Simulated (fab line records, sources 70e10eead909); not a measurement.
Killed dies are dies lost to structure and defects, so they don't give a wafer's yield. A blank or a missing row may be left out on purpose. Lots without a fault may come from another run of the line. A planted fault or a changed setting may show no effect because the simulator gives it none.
Which tool did it? | flow nand_harc | 15 lots, 43 wafers sampled, at 4 steps of a route of 1159

WHAT THE GAUGES READ, wafer by wafer
NHARC_A_ONON_D1_THK_MEAS_02: measures by ellipsometry. Usual: thk_nm 1003 nm, standard deviation 11.
lot  | measured     | on            | thk_nm (nm)    | flag
L680 | day 7 17:29  | film_metro-01 | 987 986 986    |
L679 | day 8 01:34  | film_metro-01 | 1000 999 1000  |
L681 | day 8 01:35  | film_metro-01 | 1023 1023 1024 |
L682 | day 8 01:35  | film_metro-02 | 1019 1019 1020 |
L684 | day 8 11:25  | film_metro-02 | 1013 1012 1013 |
L683 | day 8 11:25  | film_metro-01 | 1007 1006 1007 |
L685 | day 9 04:14  | film_metro-02 | 981 982 981    |
L686 | day 9 20:10  | film_metro-01 | 988 988 989    |
L690 | day 10 18:45 | film_metro-02 | 1470 1009      | OFF
L692 | day 11 03:07 | film_metro-02 | 1477 1016 1015 | OFF
L695 | day 11 11:32 | film_metro-02 | 1461 998       | OFF
L699 | day 12 06:38 | film_metro-01 | 998 998 995    |
L698 | day 12 06:38 | film_metro-02 | 998 996 996    |
L700 | day 12 16:52 | film_metro-01 | 997 995 996    |
L701 | day 12 16:31 | film_metro-02 | 1005 1005 1006 |

NHARC_END_SORT_01. Usual: killed_at_array 27, standard deviation 10; killed_at_other 0.6, standard deviation 0.96; killed_at_periphery 3.4, standard deviation 2.7; killed_dies 31, standard deviation 10; killed_open 2.9, standard deviation 1.8; killed_short 1.8, standard deviation 1.4.
lot  | measured     | on        | killed_at_array | killed_at_other | killed_at_periphery | killed_dies | killed_open | killed_short | flag
L680 | day 20 02:46 | prober-02 | 22 30 22        | 2 1 1           | 0 5 4               | 24 36 27    | 2 3 2       | 4 0 2        |
L679 | day 20 02:56 | prober-01 | 14 14 15        | 1 0 0           | 5 6 4               | 20 20 19    | 1 2 4       | 0 3 1        |
L681 | day 20 16:42 | prober-02 | 25 24 20        | 3 0 0           | 7 5 5               | 35 29 25    | 2 1 1       | 4 1 3        |
L682 | day 19 18:20 | prober-01 | 31 25 33        | 0 1 0           | 4 3 1               | 35 29 34    | 1 1 4       | 3 2 4        |
L684 | day 20 09:07 | prober-01 | 10 17 15        | 1 0 1           | 5 11 4              | 16 28 20    | 2 3 3       | 1 1 4        |
L683 | day 20 09:41 | prober-02 | 15 21 25        | 2 0 3           | 1 2 1               | 18 23 29    | 1 4 3       | 0 1 2        |
L685 | day 20 16:58 | prober-01 | 32 34 47        | 0 0 0           | 2 1 4               | 34 35 51    | 2 1 3       | 3 0 1        |
L686 | day 21 21:16 | prober-01 | 35 35 35        | 0 0 0           | 2 7 9               | 37 42 44    | 1 5 7       | 1 2 0        |
L690 | day 22 14:11 | prober-02 | 675 41          | 0 0             | 2 1                 | 677 42      | 3 3         | 1 1          | OFF
L692 | day 22 14:59 | prober-01 | 674 23 23       | 1 0 2           | 2 1 0               | 677 24 25   | 3 3 1       | 1 2 0        | OFF
L695 | day 23 04:08 | prober-02 | 676 18          | 0 1             | 1 0                 | 677 19      | 2 4         | 5 4          | OFF
L699 | day 24 11:37 | prober-02 | 35 28 31        | 1 0 0           | 3 5 1               | 39 33 32    | 1 4 2       | 2 1 1        |
L698 | day 24 20:59 | prober-02 | 35 28 37        | 0 0 1           | 4 0 2               | 39 28 40    | 4 1 1       | 2 0 4        |
L700 | day 25 00:27 | prober-01 | 33 47 39        | 0 0 1           | 4 2 7               | 37 49 47    | 3 2 3       | 2 1 2        |
L701 | day 25 03:55 | prober-02 | 30 30 35        | 0 1 1           | 6 6 4               | 36 37 40    | 3 5 3       | 2 1 0        |

WHICH TOOL RAN EACH LOT (tool, then ch and the chambers of the sampled wafers, then the start)
lot  | NHARC_A_ZERO_WELL_DESCUM_12        | NHARC_A_ONON_D1_DEP_00
L680 | rie_diel-04 ch 1,2, day 6 19:21    | pecvd_onon-02 ch 0, day 7 17:05
L679 | rie_diel-09 ch 0,1,2, day 7 01:02  | pecvd_onon-03 ch 0, day 8 01:11
L681 | rie_diel-04 ch 0,1,2, day 7 06:10  | pecvd_onon-01 ch 0, day 8 01:04
L682 | rie_diel-04 ch 0,1,2, day 7 06:41  | pecvd_onon-02 ch 0, day 8 01:07
L684 | rie_diel-04 ch 0,1, day 7 12:35    | pecvd_onon-01 ch 0, day 8 10:54
L683 | rie_diel-11 ch 0,1, day 7 13:37    | pecvd_onon-03 ch 0, day 8 10:58
L685 | rie_diel-04 ch 0,1,3, day 8 02:38  | pecvd_onon-03 ch 0, day 9 03:43
L686 | rie_diel-09 ch 0,2, day 8 16:56    | pecvd_onon-03 ch 0, day 9 19:40
L690 | rie_diel-04 ch 3, day 9 23:30      | pecvd_onon-03 ch 0, day 10 18:18
L692 | rie_diel-04 ch 0,2,3, day 10 04:48 | pecvd_onon-03 ch 0, day 11 02:43
L695 | rie_diel-04 ch 1,2, day 10 13:07   | pecvd_onon-03 ch 0, day 11 11:05
L699 | rie_diel-04 ch 0,1,3, day 11 04:36 | pecvd_onon-02 ch 0, day 12 06:08
L698 | rie_diel-09 ch 0,1,3, day 11 06:05 | pecvd_onon-01 ch 0, day 12 06:15
L700 | rie_diel-04 ch 1,2,3, day 11 18:19 | pecvd_onon-02 ch 0, day 12 16:24
L701 | rie_diel-04 ch 0,1,3, day 11 18:39 | pecvd_onon-01 ch 0, day 12 16:04
- NHARC_A_ZERO_WELL_DESCUM_12: chemistry O2, time 3 s.
- NHARC_A_ONON_D1_DEP_00: target thk 1000 nm.

WHAT THE TOOLS THEMSELVES READ (means of the sampled wafers that have a number; where no wafer has one, the mark that the record gives instead)
NHARC_A_ZERO_WELL_DESCUM_12. Usual: chamber_pressure_mTorr 60.00 mTorr, standard deviation 0.051; drypump_motor_current_A 5.8 A, standard deviation 0.32; oes_product_au 0.998 a.u., standard deviation 0.012; rf_vpp_V 57.7 V, standard deviation 0.88; showerhead_plenum_p_Torr 1.90 Torr, standard deviation 0.088; throttle_valve_pct 11.311 %, standard deviation 0.0091.
lot  | tool        | chamber_pressure_mTorr (mTorr) | drypump_motor_current_A (A) | oes_product_au (a.u.) | rf_vpp_V (V) | showerhead_plenum_p_Torr (Torr) | throttle_valve_pct (%) | flag
L680 | rie_diel-04 | 60.02                          | 5.8                         | 0.986                 | 58.3         | 1.91                            | 11.315                 |
L679 | rie_diel-09 | 60.02                          | 5.7                         | 0.995                 | 57.3         | 1.96                            | 11.309                 |
L681 | rie_diel-04 | 60.04                          | 5.9                         | 0.991                 | 58.7         | 1.92                            | 11.316                 |
L682 | rie_diel-04 | 60.01                          | 5.8                         | 0.992                 | 57.8         | 1.92                            | 11.313                 |
L684 | rie_diel-04 | 59.98                          | 5.9                         | 0.995                 | 57.8         | 1.86                            | 11.310                 |
L683 | rie_diel-11 | 59.99                          | 5.7                         | 0.990                 | 57.5         | 1.91                            | 11.309                 |
L685 | rie_diel-04 | 60.02                          | 5.9                         | 0.998                 | 57.5         | 1.83                            | 11.307                 |
L686 | rie_diel-09 | 60.00                          | 5.4                         | 0.991                 | 58.3         | 1.98                            | 11.321                 |
L690 | rie_diel-04 | 60.03                          | 5.8                         | 1.027                 | 57.2         | 1.80                            | 11.307                 |
L692 | rie_diel-04 | 59.99                          | 5.8                         | 1.006                 | 57.7         | 1.91                            | 11.309                 |
L695 | rie_diel-04 | 59.97                          | 5.8                         | 1.000                 | 58.2         | 1.94                            | 11.308                 |
L699 | rie_diel-04 | 59.98                          | 5.9                         | 0.999                 | 56.8         | 1.83                            | 11.310                 |
L698 | rie_diel-09 | 60.04                          | 5.8                         | 0.998                 | 58.0         | 1.93                            | 11.310                 |
L700 | rie_diel-04 | 60.04                          | 5.8                         | 0.991                 | 58.7         | 1.89                            | 11.314                 |
L701 | rie_diel-04 | 60.01                          | 5.8                         | 1.000                 | 57.4         | 1.83                            | 11.317                 |

NHARC_A_ONON_D1_DEP_00. Usual: susceptor_temp_C 399.98 C, standard deviation 0.18.
lot  | tool          | susceptor_temp_C (C) | flag
L680 | pecvd_onon-02 | 400.17               |
L679 | pecvd_onon-03 | 399.99               |
L681 | pecvd_onon-01 | 400.05               |
L682 | pecvd_onon-02 | 400.00               |
L684 | pecvd_onon-01 | 399.95               |
L683 | pecvd_onon-03 | 399.80               |
L685 | pecvd_onon-03 | 399.88               |
L686 | pecvd_onon-03 | 400.14               |
L690 | pecvd_onon-03 | 399.85               |
L692 | pecvd_onon-03 | 400.12               |
L695 | pecvd_onon-03 | 400.09               |
L699 | pecvd_onon-02 | 399.72               |
L698 | pecvd_onon-01 | 400.01               |
L700 | pecvd_onon-02 | 399.98               |
L701 | pecvd_onon-01 | 399.92               |

THE ANSWER, worked out from the rows above alone
Rule: a lot is off if the mean of its wafers that have a number lies more than 3 standard deviations from the usual mean. A lot without any number at a reading at which 4 lots or more have one is off too. The other lots that the step has rows for count as sound. The gauges are gone through in route order, then the tools' own readings, and for those a lot's mean is taken as printed above. The first step at which some lot is off is used, and at that step the reading that is off furthest; a lot without a number counts as furthest.
Off: L690, L692, L695, at NHARC_A_ONON_D1_THK_MEAS_02 (thk_nm).
A tool fits if, at a process step before that reading, it ran every lot that is off, and no sound lot after the first of them. The gauges at NHARC_A_ONON_D1_THK_MEAS_02 aren't tried: what is off there is off at NHARC_END_SORT_01 too, on other tools, and a gauge's error can't cause that. One fits: pecvd_onon-03 at NHARC_A_ONON_D1_DEP_00. Its last sound lot is L686 (day 9 19:40), its first lot that is off L690 (day 10 18:18): a fault that began between those two fits.

WHAT THE SIMULATOR HAD PUT IN
Process parameter drift: pecvd_onon-03, from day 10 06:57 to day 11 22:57, at NHARC_A_ONON_D1_DEP_00. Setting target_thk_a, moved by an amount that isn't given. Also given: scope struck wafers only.
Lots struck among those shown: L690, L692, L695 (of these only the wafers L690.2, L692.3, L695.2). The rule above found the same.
